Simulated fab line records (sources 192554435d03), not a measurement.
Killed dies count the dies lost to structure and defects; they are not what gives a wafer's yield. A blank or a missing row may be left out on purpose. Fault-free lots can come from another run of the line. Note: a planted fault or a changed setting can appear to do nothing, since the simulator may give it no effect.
What tool caused it? / flow n5 finfet / 12 lots with 36 wafers sampled at 6 steps, on a route of 1938 steps

## WHAT THE GAUGES READ, wafer by wafer
N5_BEOL_M1_THK_MEAS_53: measures by xrf.
lot=L075; measured=day 6 21:54; on=film metro-01; M1_THK (nm)=39.0 40.6 41.3
lot=L077; measured=day 7 13:40; on=film metro-02; M1_THK (nm)=38.9 37.1 37.1
lot=L079; measured=day 7 20:25; on=film metro-01; M1_THK (nm)=41.1 37.1 40.9
lot=L081; measured=day 8 04:09; on=film metro-02; M1_THK (nm)=37.8 38.9 39.6
lot=L083; measured=day 8 18:13; on=film metro-02; M1_THK (nm)=40.0 38.9 41.7
lot=L085; measured=day 9 13:19; on=film metro-02; M1_THK (nm)=39.0 35.1 35.4
lot=L088; measured=day 9 23:02; on=film metro-01; M1_THK (nm)=40.0 41.7 39.6
lot=L089; measured=day 10 13:37; on=film metro-02; M1_THK (nm)=38.4 38.5 37.0
lot=L092; measured=day 10 16:18; on=film metro-02; M1_THK (nm)=38.1 37.5 37.2
lot=L093; measured=day 11 04:29; on=film metro-02; M1_THK (nm)=37.8 40.1 40.5
lot=L095; measured=day 11 17:34; on=film metro-02; M1_THK (nm)=40.0 39.1 40.3
lot=L097; measured=day 12 06:09; on=film metro-01; M1_THK (nm)=36.6 37.8 42.1

## WHICH TOOL RAN EACH LOT (tool, then ch and the chambers of the sampled wafers, then the start)
lot=L075; N5_BEOL_M1_STRIP_66=rie diel-02 ch 0,1, day 6 16:03; N5_BEOL_M1_STRIP_19=rie diel-03 ch 2,3, day 6 16:12; N5_BEOL_M1_STRIP_97=rie diel-02 ch 0,1, day 6 19:07 or earlier; N5_BEOL_M1_SURFACE_TREAT_85=pvd sputter-02, day 6 19:07; N5_BEOL_M1_SPUTTER_88=pvd sputter-01, day 6 20:14
lot=L077; N5_BEOL_M1_STRIP_66=rie diel-04 ch 0,2,3, day 6 22:52; N5_BEOL_M1_STRIP_19=rie diel-02 ch 0,3, day 6 23:05; N5_BEOL_M1_STRIP_97=rie diel-02 ch 0,2, day 7 10:52 or earlier; N5_BEOL_M1_SURFACE_TREAT_85=pvd sputter-03, day 7 10:52; N5_BEOL_M1_SPUTTER_88=pvd sputter-02, day 7 11:59
lot=L079; N5_BEOL_M1_STRIP_66=rie diel-04 ch 0,2,3, day 7 09:29; N5_BEOL_M1_STRIP_19=rie diel-04 ch 0,3, day 7 09:38; N5_BEOL_M1_STRIP_97=rie diel-02 ch 0,1,2, day 7 17:35 or earlier; N5_BEOL_M1_SURFACE_TREAT_85=pvd sputter-02, day 7 17:35; N5_BEOL_M1_SPUTTER_88=pvd sputter-01, day 7 18:41
lot=L081; N5_BEOL_M1_STRIP_66=rie diel-03 ch 0,2, day 7 22:02; N5_BEOL_M1_STRIP_19=rie diel-03 ch 0,2,3, day 7 22:17; N5_BEOL_M1_STRIP_97=rie diel-02 ch 0,1,2, day 8 01:14 or earlier; N5_BEOL_M1_SURFACE_TREAT_85=pvd sputter-02, day 8 01:14; N5_BEOL_M1_SPUTTER_88=pvd sputter-02, day 8 02:20
lot=L083; N5_BEOL_M1_STRIP_66=rie diel-02 ch 1,2,3, day 8 05:16; N5_BEOL_M1_STRIP_19=rie diel-03 ch 2,3, day 8 05:30; N5_BEOL_M1_STRIP_97=rie diel-04 ch 1,3, day 8 15:14 or earlier; N5_BEOL_M1_SURFACE_TREAT_85=pvd sputter-02, day 8 15:14; N5_BEOL_M1_SPUTTER_88=pvd sputter-01, day 8 16:33
lot=L085; N5_BEOL_M1_STRIP_66=rie diel-03 ch 0,1,2, day 9 02:56; N5_BEOL_M1_STRIP_19=rie diel-02 ch 0,1,3, day 9 03:05; N5_BEOL_M1_STRIP_97=rie diel-02 ch 0,1,3, day 9 10:32 or earlier; N5_BEOL_M1_SURFACE_TREAT_85=pvd sputter-03, day 9 10:32; N5_BEOL_M1_SPUTTER_88=pvd sputter-03, day 9 11:38
lot=L088; N5_BEOL_M1_STRIP_66=rie diel-03 ch 1,2,3, day 9 14:14; N5_BEOL_M1_STRIP_19=rie diel-02 ch 0,2,3, day 9 14:23; N5_BEOL_M1_STRIP_97=rie diel-04 ch 0,2,3, day 9 19:23 or earlier; N5_BEOL_M1_SURFACE_TREAT_85=pvd sputter-03, day 9 19:23; N5_BEOL_M1_SPUTTER_88=pvd sputter-01, day 9 21:16
lot=L089; N5_BEOL_M1_STRIP_66=rie diel-03 ch 0,1,3, day 10 02:29; N5_BEOL_M1_STRIP_19=rie diel-03 ch 0,1,3, day 10 02:38; N5_BEOL_M1_STRIP_97=rie diel-04 ch 0,1,2, day 10 10:51 or earlier; N5_BEOL_M1_SURFACE_TREAT_85=pvd sputter-03, day 10 10:51; N5_BEOL_M1_SPUTTER_88=pvd sputter-01, day 10 11:58
lot=L092; N5_BEOL_M1_STRIP_66=rie diel-02 ch 1,2,3, day 10 08:54; N5_BEOL_M1_STRIP_19=rie diel-03 ch 0,2,3, day 10 09:03; N5_BEOL_M1_STRIP_97=rie diel-03 ch 1,3, day 10 13:28 or earlier; N5_BEOL_M1_SURFACE_TREAT_85=pvd sputter-03, day 10 13:28; N5_BEOL_M1_SPUTTER_88=pvd sputter-03, day 10 14:38
lot=L093; N5_BEOL_M1_STRIP_66=rie diel-02 ch 2,3, day 10 21:32; N5_BEOL_M1_STRIP_19=rie diel-04 ch 0,1,3, day 10 21:56; N5_BEOL_M1_STRIP_97=rie diel-02 ch 0,1,3, day 11 01:34 or earlier; N5_BEOL_M1_SURFACE_TREAT_85=pvd sputter-03, day 11 01:34; N5_BEOL_M1_SPUTTER_88=pvd sputter-01, day 11 02:40
lot=L095; N5_BEOL_M1_STRIP_66=rie diel-03 ch 0,1,3, day 11 07:55; N5_BEOL_M1_STRIP_19=rie diel-03 ch 1,2,3, day 11 08:05; N5_BEOL_M1_STRIP_97=rie diel-04 ch 0,1,3, day 11 14:19 or earlier; N5_BEOL_M1_SURFACE_TREAT_85=pvd sputter-03, day 11 14:19; N5_BEOL_M1_SPUTTER_88=pvd sputter-03, day 11 15:41
lot=L097; N5_BEOL_M1_STRIP_66=rie diel-04 ch 0,2, day 11 23:03; N5_BEOL_M1_STRIP_19=rie diel-02 ch 0,2, day 11 23:17; N5_BEOL_M1_STRIP_97=rie diel-02 ch 1,3, day 12 02:11 or earlier; N5_BEOL_M1_SURFACE_TREAT_85=pvd sputter-03, day 12 02:11; N5_BEOL_M1_SPUTTER_88=pvd sputter-01, day 12 04:29
- N5_BEOL_M1_STRIP_66: strips in CF4.
- N5_BEOL_M1_STRIP_19: strips in O2.
- N5_BEOL_M1_STRIP_97: strips in N2/H2, time 10 s.
- N5_BEOL_M1_SURFACE_TREAT_85
- N5_BEOL_M1_SPUTTER_88: material Cu, target thk 4.5 nm, time 8.29 s.

## THE ANSWER, worked out from the rows above alone
Rule: usual is defined by the lots themselves. The widest of any qualifying gaps counts: lots, ordered by their means at a reading, are off when they make up no more than a third of the lots, leave a main group of 4 or more, and stand apart from it by 3 or more times the standard deviation of that group's means. The tables above print the reading to a certain number of digits; a main group whose means all agree to those digits is not used. A lot without any number at a reading at which 4 lots or more have one is off too. The other lots that the step has rows for count as sound.
Nothing can be told from this: no lot is off at any reading shown.

## WHAT WAS PUT IN BY THE SIMULATOR
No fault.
